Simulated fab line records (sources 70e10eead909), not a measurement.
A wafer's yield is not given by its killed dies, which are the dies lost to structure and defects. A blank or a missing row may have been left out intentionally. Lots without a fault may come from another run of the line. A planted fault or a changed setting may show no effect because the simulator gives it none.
Which tool did it?	flow nandHarc	69 wafers from 23 lots sampled at 6 of the route's 1302 steps

== WHAT EACH GAUGE READ, for each wafer ==
No reading from a measuring or inspecting step in the record can be judged against a usual standard deviation.

== EACH LOT AND THE TOOL THAT RAN IT (in order: tool; ch and the chambers of the sampled wafers; start) ==
lot	NHARC_A_STAIRCASE_TRIM_198	NHARC_A_STAIRCASE_ETCH_201	NHARC_A_STAIRCASE_ETCH_203	NHARC_A_STAIRCASE_TRIM_220	NHARC_A_STAIRCASE_TRIM_231	NHARC_A_STAIRCASE_ETCH_234
L075	rieDiel-13 ch 1,2,3, day 16 13:07 or earlier	rieDiel-13 ch 0,2,3, day 16 13:07 or earlier	rieDiel-13 ch 0,1,3, day 16 13:07 or earlier	rieDiel-13 ch 0,1,3, day 16 13:07	rieDiel-13 ch 1,2,3, no start	rieDiel-13 ch 0,2,3, no start
L077	rieDiel-05 ch 0,1,2, day 16 13:35 or earlier	rieDiel-05 ch 0,1, day 16 13:35 or earlier	rieDiel-05 ch 1,2, day 16 13:35 or earlier	rieDiel-05 ch 0,2,3, day 16 13:35	rieDiel-05 ch 0,1, no start	rieDiel-05 ch 1,2, no start
L076	rieDiel-05 ch 1,2, day 16 20:22 or earlier	rieDiel-05 ch 0,1,3, day 16 20:22 or earlier	rieDiel-05 ch 0,1,3, day 16 20:22 or earlier	rieDiel-13 ch 0,3, day 16 20:22	rieDiel-05 ch 0,3, no start	rieDiel-05 ch 0,1, no start
L078	rieDiel-13 ch 1,2, day 17 14:37 or earlier	rieDiel-13 ch 0,1,2, day 17 14:37 or earlier	rieDiel-13 ch 1,2, day 17 14:37 or earlier	rieDiel-07 ch 0,3, day 17 14:37	rieDiel-07 ch 0,1,2, no start	rieDiel-07 ch 0,2,3, no start
L079	rieDiel-05 ch 0,3, day 18 00:35 or earlier	rieDiel-05 ch 1,3, day 18 00:35 or earlier	rieDiel-05 ch 0,1, day 18 00:35 or earlier	rieDiel-13 ch 1,3, day 18 00:35	rieDiel-13 ch 0,1, no start	rieDiel-13 ch 1,3, no start
L080	rieDiel-07 ch 0,1,3, day 18 06:22 or earlier	rieDiel-07 ch 0,2, day 18 06:22 or earlier	rieDiel-07 ch 0,2, day 18 06:22 or earlier	rieDiel-13 ch 0,1,2, day 18 06:22	rieDiel-13 ch 0,2, no start	rieDiel-13 ch 0,1, no start
L081	rieDiel-13 ch 0,2,3, day 19 06:49 or earlier	rieDiel-13 ch 0,1, day 19 06:49 or earlier	rieDiel-13 ch 2,3, day 19 06:49 or earlier	rieDiel-05 ch 0,3, day 19 06:49	rieDiel-13 ch 0,1,2, no start	rieDiel-13 ch 0,1, no start
L082	rieDiel-05 ch 0,1,3, day 19 22:53 or earlier	rieDiel-05 ch 1,2,3, day 19 22:53 or earlier	rieDiel-05 ch 1,2,3, day 19 22:53 or earlier	rieDiel-13 ch 0,1,3, day 19 22:53	rieDiel-05 ch 0,1,3, no start	rieDiel-05 ch 0,2,3, no start
L084	rieDiel-07 ch 0,1,2, day 20 04:16 or earlier	rieDiel-07 ch 0,1,2, day 20 04:16 or earlier	rieDiel-07 ch 0,3, day 20 04:16 or earlier	rieDiel-05 ch 1,2, day 20 04:16	rieDiel-05 ch 1,2,3, no start	rieDiel-05 ch 0,1,2, no start
L085	rieDiel-05 ch 0,1, day 20 06:52 or earlier	rieDiel-05 ch 0,2,3, day 20 06:52 or earlier	rieDiel-05 ch 0,1,2, day 20 06:52 or earlier	rieDiel-05 ch 0,1,2, day 20 06:52	rieDiel-07 ch 0,1,2, no start	rieDiel-07 ch 2,3, no start
L083	rieDiel-13 ch 1,2, day 20 08:02 or earlier	rieDiel-13 ch 1,2, day 20 08:02 or earlier	rieDiel-13 ch 0,2,3, day 20 08:02 or earlier	rieDiel-05 ch 1,2,3, day 20 08:02	rieDiel-13 ch 0,1,2, no start	rieDiel-13 ch 2,3, no start
L086	rieDiel-05 ch 0,3, day 20 23:21 or earlier	rieDiel-05 ch 1,3, day 20 23:21 or earlier	rieDiel-05 ch 1,2, day 20 23:21 or earlier	rieDiel-05 ch 2,3, day 20 23:21	rieDiel-05 ch 1,2,3, no start	rieDiel-05 ch 1,2,3, no start
L087	rieDiel-07 ch 0,2, day 21 16:19 or earlier	rieDiel-07 ch 0,2, day 21 16:19 or earlier	rieDiel-07 ch 0,2, day 21 16:19 or earlier	rieDiel-05 ch 1,3, day 21 16:19	rieDiel-13 ch 2,3, no start	rieDiel-13 ch 1,2,3, no start
L088	rieDiel-07 ch 0,2,3, day 21 17:58 or earlier	rieDiel-07 ch 0,1,3, day 21 17:58 or earlier	rieDiel-07 ch 0,1,2, day 21 17:58 or earlier	rieDiel-05 ch 1,2,3, day 21 17:58	rieDiel-05 ch 0,1,3, no start	rieDiel-05 ch 1,2,3, no start
L089	rieDiel-13 ch 1,2,3, day 21 18:49 or earlier	rieDiel-13 ch 1,2,3, day 21 18:49 or earlier	rieDiel-13 ch 0,1,2, day 21 18:49 or earlier	rieDiel-13 ch 1,2, day 21 18:49	rieDiel-13 ch 1,2, no start	rieDiel-13 ch 0,1,2, no start
L090	rieDiel-13 ch 1,3, day 22 16:04 or earlier	rieDiel-13 ch 1,2,3, day 22 16:04 or earlier	rieDiel-13 ch 2,3, day 22 16:04 or earlier	rieDiel-07 ch 1,2, day 22 16:04	rieDiel-05 ch 0,2,3, no start	rieDiel-05 ch 1,3, no start
L091	rieDiel-05 ch 0,2,3, day 23 08:31 or earlier	rieDiel-05 ch 0,3, day 23 08:31 or earlier	rieDiel-05 ch 0,1,3, day 23 08:31 or earlier	rieDiel-05 ch 0,1,3, day 23 08:31	rieDiel-13 ch 1,2,3, no start	rieDiel-13 ch 0,2,3, no start
L093	rieDiel-13 ch 1,2, day 23 14:44 or earlier	rieDiel-13 ch 1,2, day 23 14:44 or earlier	rieDiel-13 ch 2,3, day 23 14:44 or earlier	rieDiel-13 ch 0,1,3, day 23 14:44	rieDiel-05 ch 0,1, no start	rieDiel-05 ch 1,2,3, no start
L092	rieDiel-07 ch 1,2,3, day 23 14:56 or earlier	rieDiel-07 ch 0,1,2, day 23 14:56 or earlier	rieDiel-07 ch 0,3, day 23 14:56 or earlier	rieDiel-05 ch 0,1,2, day 23 14:56	rieDiel-07 ch 1,2, no start	rieDiel-07 ch 2,3, no start
L094	rieDiel-05 ch 0,2,3, day 24 02:58 or earlier	rieDiel-05 ch 0,2, day 24 02:58 or earlier	rieDiel-05 ch 1,2, day 24 02:58 or earlier	rieDiel-07 ch 0,1,2, day 24 02:58	rieDiel-07 ch 0,2, no start	rieDiel-07 ch 2,3, no start
L097	rieDiel-13 ch 0,2,3, day 25 03:20 or earlier	rieDiel-13 ch 2,3, day 25 03:20 or earlier	rieDiel-13 ch 1,2,3, day 25 03:20 or earlier	rieDiel-05 ch 1,2,3, day 25 03:20	rieDiel-13 ch 2,3, no start	rieDiel-13 ch 1,2, no start
L095	rieDiel-05 ch 0,1,2, day 25 03:32 or earlier	rieDiel-05 ch 0,1,3, day 25 03:32 or earlier	rieDiel-05 ch 0,2,3, day 25 03:32 or earlier	rieDiel-07 ch 0,1,2, day 25 03:32	rieDiel-05 ch 0,1,3, no start	rieDiel-05 ch 0,1,3, no start
L096	rieDiel-13 ch 1,2, day 25 17:33 or earlier	rieDiel-13 ch 1,2, day 25 17:33 or earlier	rieDiel-13 ch 1,2, day 25 17:33 or earlier	rieDiel-07 ch 0,2, day 25 17:33	rieDiel-13 ch 1,2,3, no start	rieDiel-13 ch 0,1,2, no start
- NHARC_A_STAIRCASE_TRIM_198: chemistry O2, time 211.2 s.
- NHARC_A_STAIRCASE_ETCH_201: etches the open film in C4F8/O2, target depth 100 nm, time 40.5 s.
- NHARC_A_STAIRCASE_ETCH_203: etches the open film in C4F8/O2, target depth 100 nm, time 40.5 s.
- NHARC_A_STAIRCASE_TRIM_220: chemistry O2, time 211.2 s.
- NHARC_A_STAIRCASE_TRIM_231: chemistry O2, time 211.2 s.
- NHARC_A_STAIRCASE_ETCH_234: etches the open film in C4F8/O2, target depth 100 nm, time 40.5 s.

== AS READ BY THE TOOLS THEMSELVES (means over the sampled wafers that have a number; for cases with no such wafer, the mark the record gives instead) ==
NHARC_A_STAIRCASE_TRIM_198. Usual: drypumpMotorCurrentA 6.0 A, standard deviation 0.56; oesProductAu 1.000 a.u., standard deviation 0.0084; rfVppV 57.8 V, standard deviation 0.83; showerheadPlenumPTorr 3.53 Torr, standard deviation 0.14; throttleValvePct 17.037 %, standard deviation 0.0087.
lot	tool	drypumpMotorCurrentA (A)	oesProductAu (a.u.)	rfVppV (V)	showerheadPlenumPTorr (Torr)	throttleValvePct (%)	flag
L075	rieDiel-13	5.7	1.005	57.2	3.61	17.037	
L077	rieDiel-05	6.0	1.001	57.5	3.57	17.032	
L076	rieDiel-05	6.0	1.010	57.2	3.46	17.043	
L078	rieDiel-13	6.0	0.997	58.6	3.55	17.039	
L079	rieDiel-05	6.2	0.992	58.4	3.59	17.033	
L080	rieDiel-07	5.8	1.010	57.8	3.49	17.036	
L081	rieDiel-13	5.7	1.007	58.3	3.53	17.052	
L082	rieDiel-05	6.0	0.991	57.6	3.58	17.030	
L084	rieDiel-07	5.5	1.003	57.1	3.42	17.038	
L085	rieDiel-05	6.1	0.988	58.5	3.66	17.044	
L083	rieDiel-13	6.0	1.000	57.5	3.54	17.040	
L086	rieDiel-05	6.2	1.001	58.4	3.58	17.037	
L087	rieDiel-07	5.2	0.997	57.1	3.35	17.047	
L088	rieDiel-07	5.6	0.998	57.5	3.47	17.036	
L089	rieDiel-13	5.7	1.007	58.2	3.59	17.037	
L090	rieDiel-13	6.3	0.993	58.1	3.66	17.040	
L091	rieDiel-05	6.2	1.003	57.9	3.53	17.034	
L093	rieDiel-13	5.4	0.998	57.3	3.44	17.038	
L092	rieDiel-07	6.0	0.997	58.0	3.53	17.034	
L094	rieDiel-05	6.2	0.999	58.2	3.53	17.032	
L097	rieDiel-13	5.7	1.005	58.3	3.51	17.046	
L095	rieDiel-05	6.0	1.003	57.5	3.53	17.034	
L096	rieDiel-13	6.0	1.006	57.2	3.51	17.036	

NHARC_A_STAIRCASE_ETCH_201. Usual: oesProductAu 0.945 a.u., standard deviation 0.0092; rfFwdPowerW 592.5 W, standard deviation 2.8; rfVppV 896 V, standard deviation 5.2.
lot	tool	oesProductAu (a.u.)	rfFwdPowerW (W)	rfVppV (V)	flag
L075	rieDiel-13	0.945	594.4	896	
L077	rieDiel-05	0.937	590.4	901	
L076	rieDiel-05	0.950	594.5	899	
L078	rieDiel-13	0.953	595.9	894	
L079	rieDiel-05	0.938	593.4	896	
L080	rieDiel-07	0.954	591.6	891	
L081	rieDiel-13	0.949	590.3	895	
L082	rieDiel-05	0.943	594.8	893	
L084	rieDiel-07	0.945	588.9	892	
L085	rieDiel-05	0.941	591.8	896	
L083	rieDiel-13	0.944	594.2	893	
L086	rieDiel-05	0.945	591.9	896	
L087	rieDiel-07	0.948	589.4	892	
L088	rieDiel-07	0.937	589.8	895	
L089	rieDiel-13	0.945	592.6	898	
L090	rieDiel-13	0.952	592.7	898	
L091	rieDiel-05	0.954	592.6	899	
L093	rieDiel-13	0.937	591.3	895	
L092	rieDiel-07	0.947	588.2	891	
L094	rieDiel-05	0.944	590.9	896	
L097	rieDiel-13	0.943	592.9	899	
L095	rieDiel-05	0.959	593.4	898	
L096	rieDiel-13	0.934	595.5	892	

NHARC_A_STAIRCASE_ETCH_203. Usual: oesProductAu 0.944 a.u., standard deviation 0.0085; rfFwdPowerW 593 W, standard deviation 3; rfVppV 896 V, standard deviation 5.4.
lot	tool	oesProductAu (a.u.)	rfFwdPowerW (W)	rfVppV (V)	flag
L075	rieDiel-13	0.946	593	898	
L077	rieDiel-05	0.948	594	893	
L076	rieDiel-05	0.954	593	899	
L078	rieDiel-13	0.945	593	897	
L079	rieDiel-05	0.944	594	901	
L080	rieDiel-07	0.950	592	892	
L081	rieDiel-13	0.937	595	895	
L082	rieDiel-05	0.944	594	894	
L084	rieDiel-07	0.942	587	891	
L085	rieDiel-05	0.940	595	896	
L083	rieDiel-13	0.944	596	897	
L086	rieDiel-05	0.933	592	893	
L087	rieDiel-07	0.944	590	889	
L088	rieDiel-07	0.944	589	891	
L089	rieDiel-13	0.941	593	893	
L090	rieDiel-13	0.945	595	895	
L091	rieDiel-05	0.945	592	897	
L093	rieDiel-13	0.944	592	900	
L092	rieDiel-07	0.935	589	896	
L094	rieDiel-05	0.947	595	894	
L097	rieDiel-13	0.944	593	897	
L095	rieDiel-05	0.944	592	895	
L096	rieDiel-13	0.931	593	895	

NHARC_A_STAIRCASE_TRIM_220. Usual: drypumpMotorCurrentA 6.0 A, standard deviation 0.52; oesProductAu 0.998 a.u., standard deviation 0.0072; rfVppV 57.7 V, standard deviation 0.83; showerheadPlenumPTorr 3.53 Torr, standard deviation 0.14; throttleValvePct 17.037 %, standard deviation 0.0094.
lot	tool	drypumpMotorCurrentA (A)	oesProductAu (a.u.)	rfVppV (V)	showerheadPlenumPTorr (Torr)	throttleValvePct (%)	flag
L075	rieDiel-13	6.3	1.003	57.9	3.62	17.023	
L077	rieDiel-05	6.2	1.000	57.4	3.57	17.039	
L076	rieDiel-13	6.0	1.006	57.7	3.68	17.036	
L078	rieDiel-07	5.5	1.004	57.2	3.43	17.041	
L079	rieDiel-13	6.3	0.997	59.2	3.67	17.028	
L080	rieDiel-13	6.0	1.005	57.5	3.47	17.040	
L081	rieDiel-05	6.2	0.993	57.9	3.59	17.034	
L082	rieDiel-13	6.2	0.994	57.9	3.60	17.040	
L084	rieDiel-05	6.0	0.993	57.2	3.44	17.022	
L085	rieDiel-05	6.0	1.000	57.9	3.55	17.034	
L083	rieDiel-05	5.9	0.994	58.2	3.47	17.040	
L086	rieDiel-05	6.1	1.001	57.2	3.48	17.042	
L087	rieDiel-05	5.9	1.005	57.5	3.50	17.041	
L088	rieDiel-05	6.0	1.004	58.3	3.47	17.042	
L089	rieDiel-13	6.0	0.993	57.7	3.53	17.049	
L090	rieDiel-07	5.9	0.995	57.6	3.48	17.039	
L091	rieDiel-05	6.0	1.005	58.5	3.57	17.039	
L093	rieDiel-13	6.3	0.998	57.8	3.59	17.039	
L092	rieDiel-05	6.0	0.987	57.0	3.53	17.036	
L094	rieDiel-07	5.6	1.001	57.3	3.40	17.039	
L097	rieDiel-05	5.9	0.995	58.1	3.45	17.035	
L095	rieDiel-07	5.5	0.994	57.6	3.40	17.036	
L096	rieDiel-07	5.3	0.998	57.9	3.39	17.029	

NHARC_A_STAIRCASE_TRIM_231. Usual: drypumpMotorCurrentA 5.9 A, standard deviation 0.6; oesProductAu 1.000 a.u., standard deviation 0.0073; rfVppV 57.7 V, standard deviation 0.86; showerheadPlenumPTorr 3.53 Torr, standard deviation 0.14; throttleValvePct 17.038 %, standard deviation 0.0095.
lot	tool	drypumpMotorCurrentA (A)	oesProductAu (a.u.)	rfVppV (V)	showerheadPlenumPTorr (Torr)	throttleValvePct (%)	flag
L075	rieDiel-13	5.7	0.999	57.6	3.61	17.042	
L077	rieDiel-05	5.8	0.997	57.9	3.60	17.033	
L076	rieDiel-05	6.3	0.996	57.8	3.67	17.041	
L078	rieDiel-07	5.5	1.001	57.2	3.43	17.042	
L079	rieDiel-13	6.5	0.999	57.4	3.55	17.046	
L080	rieDiel-13	5.4	1.004	57.1	3.40	17.039	
L081	rieDiel-13	6.0	0.999	57.4	3.47	17.036	
L082	rieDiel-05	6.0	1.002	58.2	3.58	17.038	
L084	rieDiel-05	5.9	1.000	58.0	3.47	17.039	
L085	rieDiel-07	5.6	1.001	58.1	3.42	17.032	
L083	rieDiel-13	6.0	0.992	58.0	3.46	17.041	
L086	rieDiel-05	5.9	1.005	58.2	3.47	17.039	
L087	rieDiel-13	5.4	1.003	57.6	3.65	17.038	
L088	rieDiel-05	6.0	0.996	58.1	3.57	17.046	
L089	rieDiel-13	5.4	1.002	57.9	3.45	17.037	
L090	rieDiel-05	6.2	0.992	58.0	3.54	17.044	
L091	rieDiel-13	5.7	1.005	58.1	3.58	17.039	
L093	rieDiel-05	6.1	0.998	57.2	3.63	17.034	
L092	rieDiel-07	5.8	0.994	58.0	3.47	17.027	
L094	rieDiel-07	5.3	1.003	56.6	3.39	17.042	
L097	rieDiel-13	5.1	1.001	58.0	3.50	17.036	
L095	rieDiel-05	6.0	1.000	57.8	3.56	17.040	
L096	rieDiel-13	5.7	1.000	58.2	3.57	17.040	

NHARC_A_STAIRCASE_ETCH_234. Usual: oesProductAu 0.946 a.u., standard deviation 0.0099; rfFwdPowerW 592.9 W, standard deviation 2.9; rfVppV 896 V, standard deviation 5.3.
lot	tool	oesProductAu (a.u.)	rfFwdPowerW (W)	rfVppV (V)	flag
L075	rieDiel-13	0.939	593.2	897	
L077	rieDiel-05	0.946	594.9	894	
L076	rieDiel-05	0.958	594.7	898	
L078	rieDiel-07	0.945	591.8	894	
L079	rieDiel-13	0.956	589.7	903	
L080	rieDiel-13	0.949	593.0	897	
L081	rieDiel-13	0.944	592.7	894	
L082	rieDiel-05	0.940	592.2	897	
L084	rieDiel-05	0.938	593.0	897	
L085	rieDiel-07	0.943	588.8	899	
L083	rieDiel-13	0.952	595.0	895	
L086	rieDiel-05	0.944	592.1	895	
L087	rieDiel-13	0.946	595.0	898	
L088	rieDiel-05	0.945	593.7	893	
L089	rieDiel-13	0.940	594.2	893	
L090	rieDiel-05	0.943	592.4	894	
L091	rieDiel-13	0.957	595.3	896	
L093	rieDiel-05	0.942	594.2	894	
L092	rieDiel-07	0.944	593.6	898	
L094	rieDiel-07	0.933	592.5	899	
L097	rieDiel-13	0.945	591.0	896	
L095	rieDiel-05	0.951	594.3	897	
L096	rieDiel-13	0.958	592.5	893	

== THE ANSWER, worked out from the rows above alone ==
Rule: a lot counts as off when the mean over its wafers that have a number is more than 3 standard deviations away from the usual mean. Also off: a lot with no number at a reading for which 4 or more lots have one. All remaining lots with rows at the step are treated as sound. Order of review: gauges by route order, followed by the tools' own readings, for which a lot's mean as printed above is used. At the first step where some lot is off, the reading lying furthest off is the one used; lots without a number count as furthest.
No lot is off at any reading shown: from this, nothing can be told.

== WHAT HAD BEEN PUT IN BY THE SIMULATOR ==
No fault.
